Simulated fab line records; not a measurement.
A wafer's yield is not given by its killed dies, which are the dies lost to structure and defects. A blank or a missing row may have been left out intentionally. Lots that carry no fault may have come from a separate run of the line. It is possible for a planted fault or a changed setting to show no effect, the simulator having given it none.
The same fault as seen by 2 desks    flow nand-harc    each desk holds nothing but its own numbers, with what lay behind them at the end

== THE DEFECT DESK ==
For each lot, the counts of the inspections along the route, averaged over the sampled wafers that have a number. Any lot whose mean is over 4 standard deviations away from the usual mean is out of limits and marked OUT; that distance is given in the brackets.
Columns: A = raw-defect-count at NHARC_A_CHANNEL_HOLE_D1_INSPECT_12, usual 5.3
lot   first seen here  A
L651  day 9 11:27      3.3
L652  day 9 21:36      7.3
L653  day 9 22:24      5.3
L654  day 10 18:04     5.7
L657  day 12 00:32     7.3
L658  day 12 01:22     5.0
L660  day 12 23:56     2.3
L662  day 14 15:17     7.0
L667  day 16 06:55     4.3
L671  day 17 17:48     6.3
L672  day 18 02:14     2.7
Finding of this desk: none of the 11 lots has anything out of limits.

== THE TOOL OWNER'S DESK: ald-sin-batch-02 ==
The tool's own readings at NHARC_A_CHANNEL_FILL_D1_ALD_15 (deposits SiNx, target thk 2 nm, pulse time 60 s, ald cycles 19): means of the sampled wafers that have a number, for each lot that ran on this tool. Any lot whose mean is over 4 standard deviations away from the usual mean is out of limits and marked OUT; that distance is given in the brackets.
Columns: A = precursor-pulse-height-rel at NHARC_A_CHANNEL_FILL_D1_ALD_15, usual 1.000; B = susceptor-temp-C at NHARC_A_CHANNEL_FILL_D1_ALD_15, usual 630.0 C
lot   first seen here  A      B
L652  day 10 14:50     1.008  -
L653  day 10 14:50     0.993  -
L654  day 11 11:24     0.991  630.0
L660  day 13 18:08     1.003  630.5
L662  day 15 08:34     1.018  661.4 (+99 or more) OUT
This desk's finding: out of limits on L662; first on L662, day 15 08:34 (susceptor-temp-C at NHARC_A_CHANNEL_FILL_D1_ALD_15). Within limits: L652, L653, L654, L660.

== BROUGHT TOGETHER ==
The tool owner's desk could have raised an alarm at day 15 08:34, on L662.
Nothing out of limits was seen by the defect desk.
The defect desk has L662 on record, within its limits.
On ald-sin-batch-02, each named lot ran NHARC_A_CHANNEL_FILL_D1_ALD_15.

== WHAT HAD BEEN PUT IN BY THE SIMULATOR ==
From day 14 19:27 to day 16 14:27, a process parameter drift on ald-sin-batch-02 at NHARC_A_CHANNEL_FILL_D1_ALD_15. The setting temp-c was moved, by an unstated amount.
Lots struck among those shown: L662.
How many hours passed from the start of the fault until each desk's first out-of-limits reading: the tool owner's desk, 13.
